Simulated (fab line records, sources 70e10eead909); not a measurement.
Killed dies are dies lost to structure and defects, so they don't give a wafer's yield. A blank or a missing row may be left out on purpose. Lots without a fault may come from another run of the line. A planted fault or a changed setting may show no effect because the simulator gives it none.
One fault seen from 2 desks | flow nand_harc | each desk has only its own numbers; what lay behind them comes last

THE METROLOGY DESK
What the gauges read, lot by lot, whatever tool the lot ran on: means of the sampled wafers that have a number. A lot is out of limits, marked OUT, if its mean lies more than 4 standard deviations from the usual mean; the brackets give that distance.
Columns: A = overlay_x_nm at NHARC_A_CONTACT_OVL_MEAS_43, usual 0.0 nm; B = overlay_y_nm at NHARC_A_CONTACT_OVL_MEAS_43, usual -0.2 nm
lot  | first seen here | A    | B
L428 | day 21 19:08    | 2.2  | -2.3
L426 | day 21 23:50    | 1.4  | -1.0
L429 | day 22 17:57    | 1.3  | -1.3
L430 | day 22 18:06    | 1.2  | -1.5
L436 | day 25 01:28    | -1.1 | -0.8
L434 | day 25 02:25    | 0.6  | -0.4
L435 | day 25 05:53    | -0.8 | 0.6
L437 | day 26 02:47    | -0.6 | -0.3
L439 | day 26 07:53    | -0.7 | 1.2
L447 | day 30 06:36    | -0.4 | 1.2
L448 | day 30 06:46    | 0.2  | -0.1
L449 | day 30 08:09    | -0.5 | 0.8
This desk's finding: nothing out of limits on any of the 12 lots.

THE TOOL OWNER'S DESK: rie_diel-11
The tool's own readings at NHARC_A_CONTACT_ETCH_51 (etches the open film in O2/COS, target depth 7000 nm, time 1820 s): means of the sampled wafers that have a number, for each lot that ran on this tool. A lot is out of limits, marked OUT, if its mean lies more than 4 standard deviations from the usual mean; the brackets give that distance.
Columns: A = drypump_motor_current_A at NHARC_A_CONTACT_ETCH_51, usual 5.7 A; B = oes_product_au at NHARC_A_CONTACT_ETCH_51, usual 0.997 a.u.; C = rf_vpp_V at NHARC_A_CONTACT_ETCH_51, usual 315.7 V; D = run_length_s at NHARC_A_CONTACT_ETCH_51, usual 1841.3 s; E = showerhead_plenum_p_Torr at NHARC_A_CONTACT_ETCH_51, usual 3.23 Torr; F = throttle_valve_pct at NHARC_A_CONTACT_ETCH_51, usual 28.331 %
lot  | first seen here | A   | B     | C     | D                        | E    | F
L428 | day 21 20:10    | 5.7 | 1.001 | 316.9 | 1841.2                   | 3.26 | 28.332
L429 | day 22 18:40    | 5.6 | 0.990 | 315.4 | 1841.4                   | 3.26 | 28.317
L436 | day 25 02:19    | 5.8 | 0.996 | 317.9 | 1841.2                   | 3.31 | 28.331
L435 | day 25 06:51    | 5.7 | 0.998 | 315.5 | 1841.4                   | 3.25 | 28.325
L437 | day 26 03:29    | 5.7 | 0.983 | 317.0 | 1841.5                   | 3.30 | 28.330
L447 | day 30 07:38    | 5.7 | 0.992 | 315.9 | 1683.3 (-99 or more) OUT | 3.30 | 28.332
L448 | day 30 08:37    | 5.7 | 1.007 | 316.4 | 1683.1 (-99 or more) OUT | 3.29 | 28.329
This desk's finding: out of limits on L447, L448; first on L447, day 30 07:38 (run_length_s at NHARC_A_CONTACT_ETCH_51). In limits: L428, L429, L436, L435, L437.

PUT TOGETHER
The tool owner's desk could have raised an alarm at day 30 07:38, on L447, L448.
The metrology desk saw nothing out of limits.
The metrology desk has L447, L448 on record, within its limits.
Of the lots named, all ran NHARC_A_CONTACT_ETCH_51 on rie_diel-11.

WHAT THE SIMULATOR HAD PUT IN
Process parameter drift: rie_diel-11, from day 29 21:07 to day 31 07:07, at NHARC_A_CONTACT_ETCH_51. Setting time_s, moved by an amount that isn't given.
Lots struck among those shown: L447, L448.
Hours from the fault's start to each desk's first reading out of limits: the tool owner's desk, 11.
